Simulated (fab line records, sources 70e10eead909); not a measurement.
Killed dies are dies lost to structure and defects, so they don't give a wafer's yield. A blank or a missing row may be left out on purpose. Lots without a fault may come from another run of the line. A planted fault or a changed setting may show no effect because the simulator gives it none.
Chamber matching | flow nand_harc | NHARC_A_BLC_STRIP_29 on rie_diel-03: 4 sister chambers
The step strips in CF4. 27 wafers are shown with their chamber, then 12 later ones without.

WAFERS WITH THEIR CHAMBER
wafer  | chamber | drypump_motor_current_A (A) | oes_product_au (a.u.) | rf_vpp_V (V)
L074.1 | 1       | 6.7                         | 1.008                 | 59.8
L074.2 | 3       | 6.2                         | 0.987                 | 59.2
L074.5 | 1       | 6.7                         | 1.008                 | 57.9
L082.2 | 3       | 6.2                         | 1.000                 | 60.6
L082.4 | 2       | 5.9                         | 1.008                 | 59.7
L082.6 | 1       | 6.6                         | 0.996                 | 60.4
L081.2 | 0       | 5.7                         | 1.029                 | 57.2
L081.4 | 1       | 6.6                         | 1.005                 | 59.6
L081.5 | 2       | 5.9                         | 1.013                 | 57.7
L080.2 | 0       | 5.7                         | 1.016                 | 58.1
L080.4 | 2       | 5.9                         | 1.016                 | 58.6
L080.5 | 3       | 6.2                         | 0.993                 | 59.5
L084.1 | 1       | 6.7                         | 0.984                 | 59.6
L084.2 | 0       | 5.7                         | 1.001                 | 58.8
L084.3 | 3       | 6.2                         | 0.987                 | 60.6
L083.2 | 2       | 5.9                         | 0.998                 | 57.4
L083.3 | 1       | 6.6                         | 0.987                 | 59.0
L083.5 | 1       | 6.6                         | 0.974                 | 60.8
L086.2 | 1       | 6.7                         | 0.987                 | 59.6
L086.4 | 2       | 5.9                         | 1.013                 | 59.8
L086.6 | 3       | 6.2                         | 0.980                 | 59.6
L087.1 | 0       | 5.7                         | 1.002                 | 57.9
L087.2 | 1       | 6.6                         | 0.988                 | 59.5
L087.6 | 1       | 6.7                         | 0.992                 | 59.0
L089.2 | 3       | 6.2                         | 0.995                 | 59.7
L089.4 | 1       | 6.6                         | 0.987                 | 59.3
L089.5 | 3       | 6.2                         | 1.001                 | 60.0

SIGNATURES (means of the wafers above)
reading                 | chamber 0 | chamber 1 | chamber 2 | chamber 3 | scatter within a chamber
drypump_motor_current_A | 5.700     | 6.645     | 5.900     | 6.200     | 0.0344
oes_product_au          | 1.01200   | 0.99236   | 1.00960   | 0.99186   | 0.00989
rf_vpp_V                | 58.000    | 59.500    | 58.640    | 59.886    | 0.771
Rule: a wafer's distance from a chamber is the root of the sum, over the readings, of the square of ((its reading less the chamber's mean) divided by the reading's scatter). The wafer belongs to the nearest chamber; if the next one is less than 2 further off, it can't be placed. The scatter: the root of (the sum of the squares of (reading less its chamber's mean) over the shown wafers, divided by (wafers less chambers)).

WAFERS WITHOUT THEIR CHAMBER
wafer  | drypump_motor_current_A (A) | oes_product_au (a.u.) | rf_vpp_V (V)
L091.2 | 6.6                         | 0.995                 | 59.9
L091.3 | 5.9                         | 1.020                 | 60.1
L091.6 | 5.7                         | 0.996                 | 57.9
L094.1 | 5.7                         | 0.997                 | 58.3
L094.4 | 6.2                         | 1.001                 | 59.8
L094.5 | 5.7                         | 0.993                 | 59.6
L095.1 | 5.7                         | 0.989                 | 58.3
L095.4 | 5.9                         | 1.020                 | 57.9
L095.5 | 5.7                         | 1.001                 | 60.2
L097.1 | 5.7                         | 1.000                 | 58.6
L097.3 | 5.9                         | 1.026                 | 58.2
L097.4 | 5.9                         | 1.026                 | 60.1

WHICH CHAMBER EACH WENT THROUGH
wafer  | from the rows above | in truth
L091.2 | 1                   | 1
L091.3 | 2                   | 2
L091.6 | 0                   | 0
L094.1 | 0                   | 0
L094.4 | 3                   | 3
L094.5 | 0                   | 0
L095.1 | 0                   | 0
L095.4 | 2                   | 2
L095.5 | 0                   | 0
L097.1 | 0                   | 0
L097.3 | 2                   | 2
L097.4 | 2                   | 2
Placed correctly: 12 of 12. Can't be placed from these rows: 0. Placed wrongly: 0.
